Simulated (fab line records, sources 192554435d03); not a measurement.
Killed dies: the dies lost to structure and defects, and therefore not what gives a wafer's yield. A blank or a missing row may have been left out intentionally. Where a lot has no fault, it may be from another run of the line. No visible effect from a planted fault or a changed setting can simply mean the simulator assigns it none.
fab line records | flow n5Finfet
record lots=6 wafers=17 lastDay=16
route steps=1938 shown HKMG_FIN@454 GATE_CUT@465 BEOL_M4@1111
lots that met no fault: taken from a fault-free run of the same line
startH: the number of hours between the record's first day and the start of the first shown wafer of the lot | waitH: how many hours have passed since the lot's step before this one | " same as the row above | L1.1+2: several wafers, shown together as one row | - either no value or no given start | * or withheld: withheld | < > ~ a bound
route shown NAME@n: NAME is a module with steps in the file, n the number in the route of the first one | usual: mean/standard deviation of fault-free wafers | same: alike in all rows | chamber/n: place in a boat | sites: per-site readings | _std_site: the values' standard deviation | _edge_site: the outer-site mean with the inner-site mean subtracted | radiusMm: how far each site lies from the wafer's centre | mask NAME#n: copy n | behind: tool/chamber where the wafer was last shaped | hold: the reason the lot was held/the length of the hold in hours/how it ended | device: the n, p or np transistor that did not switch | end of line: tests run on the same wafers once the route is complete | step lacking rows: just its recipe | killed: at the first sort, the dies lost to defects and structure; wafer yield is something else | map: per-die view of a wafer (x killed, . not killed, _ where there is no die)
set.NAME: the run value of the setting; set.NAME@STEP: its run value at that earlier step | model.NAME: the simulator's own value behind a step, which no gauge read
a table for each step, a row for each wafer; lots at some steps of the route
services: from which hour (startH, from the record's first day; less than 0 if before it) a tool's chamber was out of use, for how many hours, and why
## steps
# step N5_HKMG_FIN_ETCHBACK_68
# recipe chemistry=Cl2/Ar stopOn=HfO2 targetDepthA=5 pressureMtorr=10 icpW=600 biasW=60 Cl2_flow_sccm=40 Ar_flow_sccm=60
# usual drypumpMotorCurrentA=6.0/0.55 oesProductAu=0.74/0.088 throttleValvePct=20.78/0.26
# columns lot.wafer tool chamber startH waitH drypumpMotorCurrentA oesProductAu rfHoursCounterH throttleValvePct
L207.2 rieMetal-02 0 84.85 0.0 5.1 0.69 79 20.85
L207.4 " 0 " " 5.1 0.69 - 20.85
L207.5 " 0 " " 5.1 0.69 - 20.87
L212.1 rieMetal-01 1 112.95 0.0 6.3 0.63 109 21.47
L212.2 " 0 " " 5.4 0.90 7 20.31
L212.4 " 0 " " 5.4 0.91 - 20.30
L214.1 rieMetal-03 0 122.28 0.0 6.2 0.68 73 20.69
L214.2 " 1 " " 6.1 0.78 43 20.80
L214.6 " 0 " " 6.2 0.60 - 20.79
L215.2 rieMetal-03 0 125.55 0.0 6.1 0.68 73 20.67
L215.5 " 0 " " 6.2 0.68 - 20.66
L217.1 rieMetal-03 0 140.42 0.0 6.1 0.68 74 20.67
L217.5 " 1 " " 6.1 0.78 - 20.79
L217.6 " 0 " " 6.2 0.68 - 20.68
L222.2 rieMetal-02 0 166.04 0.0 5.1 0.66 89 20.89
L222.4 " 0 " " 5.1 0.66 - 20.88
L222.5 " 0 " " 5.1 0.66 - 20.89
# step N5_HKMG_FIN_STRIP_69
# recipe chemistry=N2/H2 powerW=2500 tempC=300 h2Frac=0.65 timeS=360 pressureMtorr=withheld n2FlowSccm=1750 h2FlowSccm=3250
# step N5_HKMG_FIN_ALD_21
# recipe material=TiN targetThkA=15 tempC=400 aldPrecursorFamily=TiCl4 aldCoReactant=NH3 pulseTimeS=1 purgeTimeS=3 coReactantPurgeTimeS=2 coReactantPulseTimeS=2 aldCycles=68 pressureTorr=3
# usual heaterPowerOuterW=545/58 heaterPowerW=867/92 precursorPulseHeightRel=1.001/0.021
# columns lot.wafer tool chamber startH waitH heaterPowerOuterW heaterPowerW precursorPulseHeightRel
L207.2 aldMetal-02 2 85.38 0.3 492 760 0.991
L207.4 " 1 " " 492 790 0.982
L207.5 " 3 " " 574 880 0.989
L212.1 aldMetal-04 3 113.47 0.3 477 765 1.004
L212.2 " 2 " " 653 1018 0.974
L212.4 " 1 " " 574 920 0.988
L214.1 aldMetal-04 0 122.81 0.3 553 837 0.997
L214.2 " 3 " " 469 755 1.005
L214.6 " 0 " " 561 848 1.012
L215.2 aldMetal-02 1 126.07 0.3 510 767 1.010
L215.5 " 0 " " 553 916 0.994
L217.1 aldMetal-02 2 140.95 0.3 513 728 0.997
L217.5 " 3 " " 565 916 0.986
L217.6 " 2 " " 512 773 1.012
L222.2 aldMetal-04 1 166.57 0.3 567 935 1.003
L222.4 " 2 " " 649 1006 1.011
L222.5 " 3 " " 489 775 0.980
# step N5_HKMG_FIN_ALD_72
# recipe material=W targetThkA=20 tempC=300 pressureTorr=7.5 aldPrecursorFamily=WF6 aldCoReactant=B2H6 pulseTimeS=1 purgeTimeS=2 coReactantPurgeTimeS=2 coReactantPulseTimeS=3 aldCycles=7
# step N5_HKMG_FIN_W_FILL_22
# recipe material=W targetThkA=600 tempC=400 pressureTorr=39.4 timeS=18.2
# usual heaterPowerOuterW=533/45 heaterPowerW=856/25 throttleValvePct=19.5/1.2
# columns lot.wafer tool chamber startH waitH heaterPowerOuterW heaterPowerW throttleValvePct
L207.2 cvdW-02 0 85.80 0.0 472 808 18.9
L207.4 " 1 " " 538 848 18.0
L207.5 " 1 " " 531 888 18.4
L212.1 cvdW-02 1 113.90 0.0 547 885 18.1
L212.2 " 0 " " 468 809 18.8
L212.4 " 0 " " 468 824 18.8
L214.1 cvdW-01 0 123.23 0.0 599 861 21.1
L214.2 " 1 " " 546 881 20.2
L214.6 " 0 " " 580 861 21.4
L215.2 cvdW-01 1 126.50 0.0 555 878 20.2
L215.5 " 0 " " 596 838 21.4
L217.1 cvdW-02 0 141.37 0.0 466 802 19.0
L217.5 " 0 " " 479 842 18.9
L217.6 " 1 " " 525 910 18.3
L222.2 cvdW-01 1 166.99 0.0 560 880 20.2
L222.4 " 1 " " 564 867 20.2
L222.5 " 0 " " 577 852 21.7
# step N5_HKMG_FIN_PRECLEAN_83
# recipe chemistry=DIW timeS=57.5 tempC=23
# step N5_HKMG_FIN_SRD_84
# recipe dryTimeS=32 dry=n2Spin spinRpm=1500
# step N5_HKMG_FIN_CMP_23
# recipe stopOn=SiNx tOverpolishS=10 postCmpClean=rinseOnly downForcePsi=4 platenRpm=50.289 padVelocityMS=1.0006 targetThkNm=46.326
# step N5_HKMG_FIN_CMP_94
# recipe stopOn=SiNx postCmpClean=wDiluteNh4oh tOverpolishS=4.7 downForcePsi=4 platenRpm=50.289 padVelocityMS=1.0006 targetThkNm=43.299
# step N5_HKMG_FIN_INSPECT_28
# recipe inspectInstrument=darkfield mode=postCmp
# usual rawDefectCount=40/17
# columns lot.wafer tool chamber startH waitH rawDefectCount
L207.2 defectInspect-01 - 86.62 0.0 43
L207.4 " - " " 23
L207.5 " - " " 28
L212.1 defectInspect-01 - 114.72 0.0 67
L212.2 " - " " 40
L212.4 " - " " 38
L214.1 defectInspect-01 - 124.05 0.0 26
L214.2 " - " " 57
L214.6 " - " " 45
L215.2 defectInspect-02 - 127.32 0.0 53
L215.5 " - " " 35
L217.1 defectInspect-01 - 142.19 0.0 20
L217.5 " - " " 38
L217.6 " - " " 34
L222.2 defectInspect-01 - 167.81 0.0 45
L222.4 " - " " 50
L222.5 " - " " 28
# step N5_GATE_CUT_ETCHBACK_00
# recipe chemistry=SF6/Cl2 target=W pressureMtorr=8 icpW=900 biasW=80 SF6_flow_sccm=40 Cl2_flow_sccm=60
# usual SF6_flow_sccm=39.99/0.12 drypumpMotorCurrentA=6.0/0.49 oesProductAu=0.76/0.093 throttleValvePct=27.5/0.36
# columns lot.wafer tool chamber startH waitH SF6_flow_sccm drypumpMotorCurrentA oesProductAu rfHoursCounterH throttleValvePct
L207.2 rieMetal-03 1 86.65 0.0 40.22 6.1 0.81 40 27.5
L207.4 " 1 " " 40.07 6.1 0.82 - 27.5
L207.5 " 0 " " 40.10 6.1 0.70 - 27.3
L212.1 rieMetal-03 1 114.75 0.0 40.08 6.1 0.80 43 27.5
L212.2 " 0 " " 39.95 6.2 0.70 73 27.3
L212.4 " 0 " " 39.93 6.1 0.70 - 27.3
L214.1 rieMetal-01 1 124.09 0.0 40.19 6.4 0.64 110 28.2
L214.2 " 0 " " 39.95 5.4 0.91 8 27.0
L214.6 " 1 " " 40.10 6.3 0.64 - 28.2
L215.2 rieMetal-03 1 127.35 0.0 39.98 6.1 0.80 44 27.5
L215.5 " 1 " " 40.00 6.1 0.81 - 27.5
L217.1 rieMetal-03 0 142.22 0.0 39.98 6.1 0.70 75 27.3
L217.5 " 1 " " 39.86 6.1 0.80 - 27.5
L217.6 " 0 " " 39.81 6.1 0.70 - 27.3
L222.2 rieMetal-02 0 167.85 0.0 39.95 5.1 0.67 90 27.4
L222.4 " 0 " " 39.86 5.1 0.67 - 27.4
L222.5 " 0 " " 39.82 5.1 0.67 - 27.4
# step N5_GATE_CUT_ETCH_56
# recipe chemistry=Cl2/Ar target=TiN targetDepthA=216 pressureMtorr=10 icpW=600 biasW=60 Cl2_flow_sccm=40 Ar_flow_sccm=60
# usual drypumpMotorCurrentA=6.0/0.49 oesProductAu=0.75/0.099 rfFwdPowerW=596.7/2.4 throttleValvePct=20.8/0.36
# columns lot.wafer tool chamber startH waitH drypumpMotorCurrentA oesProductAu rfFwdPowerW rfHoursCounterH throttleValvePct model.etch.depthNm
L207.2 rieMetal-03 1 86.77 0.1 6.1 0.81 597.6 40 20.8 22.45
L207.4 " 1 " " 6.1 0.82 597.2 - 20.8 22.54
L207.5 " 0 " " 6.2 0.70 592.7 - 20.7 21.71
L212.1 rieMetal-03 1 114.87 0.1 6.1 0.81 597.1 43 20.8 22.49
L212.2 " 0 " " 6.1 0.69 594.8 73 20.7 21.48
L212.4 " 0 " " 6.2 0.69 594.6 - 20.7 21.52
L214.1 rieMetal-01 1 124.25 0.1 6.3 0.64 596.9 110 21.5 21.21
L214.2 " 0 " " 5.4 0.93 597.4 8 20.3 22.28
L214.6 " 1 " " 6.3 0.64 598.4 - 21.5 21.1
L215.2 rieMetal-03 1 127.47 0.1 6.1 0.91 744.6 44 20.6 27.1
L215.5 " 1 " " 6.1 0.90 741.0 - 20.6 26.95
L217.1 rieMetal-03 0 142.34 0.1 6.1 0.68 592.3 75 20.6 21.44
L217.5 " 1 " " 6.1 0.91 741.5 - 20.6 26.81
L217.6 " 0 " " 6.1 0.68 589.4 - 20.7 21.38
L222.2 rieMetal-02 0 167.97 0.1 5.1 0.68 595.2 90 20.9 22.01
L222.4 " 0 " " 5.1 0.67 596.2 - 20.9 22.03
L222.5 " 0 " " 5.1 0.68 592.8 - 20.9 22.08
# step N5_GATE_CUT_ETCHBACK_30
# recipe chemistry=Cl2/Ar target=TiN targetDepthA=30 mode=isotropic pressureMtorr=10 icpW=600 biasW=60 Cl2_flow_sccm=40 Ar_flow_sccm=60
# usual drypumpMotorCurrentA=6.0/0.49 oesProductAu=0.75/0.099 throttleValvePct=20.8/0.36
# columns lot.wafer tool chamber startH waitH drypumpMotorCurrentA oesProductAu rfHoursCounterH throttleValvePct
L207.2 rieMetal-03 1 86.86 0.1 6.1 0.82 40 20.7
L207.4 " 1 " " 6.1 0.82 - 20.8
L207.5 " 0 " " 6.2 0.69 - 20.7
L212.1 rieMetal-03 1 114.96 0.1 6.1 0.81 43 20.8
L212.2 " 0 " " 6.2 0.68 73 20.7
L212.4 " 0 " " 6.2 0.69 - 20.7
L214.1 rieMetal-01 1 124.37 0.1 6.3 0.63 110 21.5
L214.2 " 0 " " 5.4 0.92 8 20.3
L214.6 " 1 " " 6.4 0.63 - 21.5
L215.2 rieMetal-03 1 127.56 0.1 6.1 0.81 44 20.8
L215.5 " 1 " " 6.1 0.81 - 20.7
L217.1 rieMetal-03 0 142.43 0.1 6.2 0.68 75 20.7
L217.5 " 1 " " 6.1 0.79 - 20.8
L217.6 " 0 " " 6.1 0.68 - 20.7
L222.2 rieMetal-02 0 168.06 0.1 5.1 0.68 90 20.9
L222.4 " 0 " " 5.1 0.68 - 20.9
L222.5 " 0 " " 5.1 0.68 - 20.9
# step N5_BEOL_M4_RC_MEAS_101
# usual DIBL_N=35.3/1.5 DIBL_P=35.3/1.9 IOFF_N=0.145/0.027 IOFF_P=0.20/0.033 ION_N=670/12 ION_P=462/6.8 SS_N=71.3/0.6 SS_P=73.1/0.7 VT_N=251/3.4 VT_P=-251/3.2
# columns lot.wafer tool chamber startH waitH DIBL_N[mV/V] DIBL_P[mV/V] IOFF_N[nA/um] IOFF_P[nA/um] ION_N[uA/um] ION_P[uA/um] SS_N[mV/dec] SS_P[mV/dec] VT_N[mV] VT_P[mV]
L207.2 prober-02 0 182.86 0.2 36.5 37.2 0.178 0.23 683 470 72.0 73.3 246 -248
L207.4 " 0 " " 36.0 36.1 0.167 0.21 687 468 70.9 72.7 246 -249
L207.5 " 0 " " 33.9 32.9 0.127 0.16 666 459 70.8 72.3 250 -252
L212.1 prober-01 0 203.77 0.0 35.7 35.9 0.147 0.23 679 471 71.2 72.5 249 -246
L212.2 " 0 " " 36.6 37.0 0.159 0.26 674 471 71.5 73.6 248 -245
L212.4 " 0 " " 34.1 33.5 0.116 0.19 650 460 70.9 72.8 255 -246
L214.1 prober-01 0 222.46 0.0 35.1 34.5 0.142 0.20 681 468 71.4 72.4 251 -250
L214.2 " 0 " " 34.1 32.9 0.127 0.17 672 463 71.1 72.5 249 -248
L214.6 " 0 " " 32.3 31.5 0.108 0.16 673 460 70.6 72.2 251 -251
L215.2 prober-01 0 223.90 0.2 33.5 32.2 0.094 0.16 647 456 71.0 72.5 258 -253
L215.5 " 0 " " 35.6 34.7 0.128 0.20 664 464 70.7 72.9 252 -253
L217.1 prober-02 0 241.10 0.0 33.6 32.8 0.111 0.17 659 452 70.7 71.5 256 -253
L217.5 " 0 " " 31.9 32.3 0.105 0.17 648 457 71.1 72.1 253 -252
L217.6 " 0 " " 34.4 33.9 0.126 0.18 656 453 71.3 72.2 256 -253
L222.2 prober-02 0 276.58 0.2 38.2 38.7 0.176 0.23 680 460 72.5 73.1 249 -249
L222.4 " 0 " " 37.3 36.7 0.167 0.21 674 458 71.6 74.2 253 -251
L222.5 " 0 " " 36.0 36.0 0.145 0.20 665 457 71.3 73.6 251 -252
## services
# columns tool chamber startH hours kind
rieMetal-03 1 78.66 2.0 repair
aldMetal-02 - 105.90 0.6 repair
aldMetal-04 1 108.73 4.2 repair
rieMetal-03 - 165.82 2.8 pm
## key
firstSign step=N5_GATE_CUT_ETCH_56 reading=rfFwdPowerW direction=up sigmas=60 usual=* struck=*
effect none on later readings
modelEffect step=N5_GATE_CUT_ETCH_56 value=etch.depthNm without=22.35 struck=26.95
metAt N5_GATE_CUT_ETCH_56
struckWafers L215.2,L215.5,L217.5
rowsEnd L215.2,L215.5
onsetBetween 114.87 127.47
fault kind=processParameterDrift tool=rieMetal-03 chamber=1 onsetH=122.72 steps=N5_GATE_CUT_ETCH_56 channel=icpW offset=144 shape=step actsIn=theseRecipesOnly stated=600
# rowsEnd: these wafers met a further fault down the route, and their rows from its step on are left out
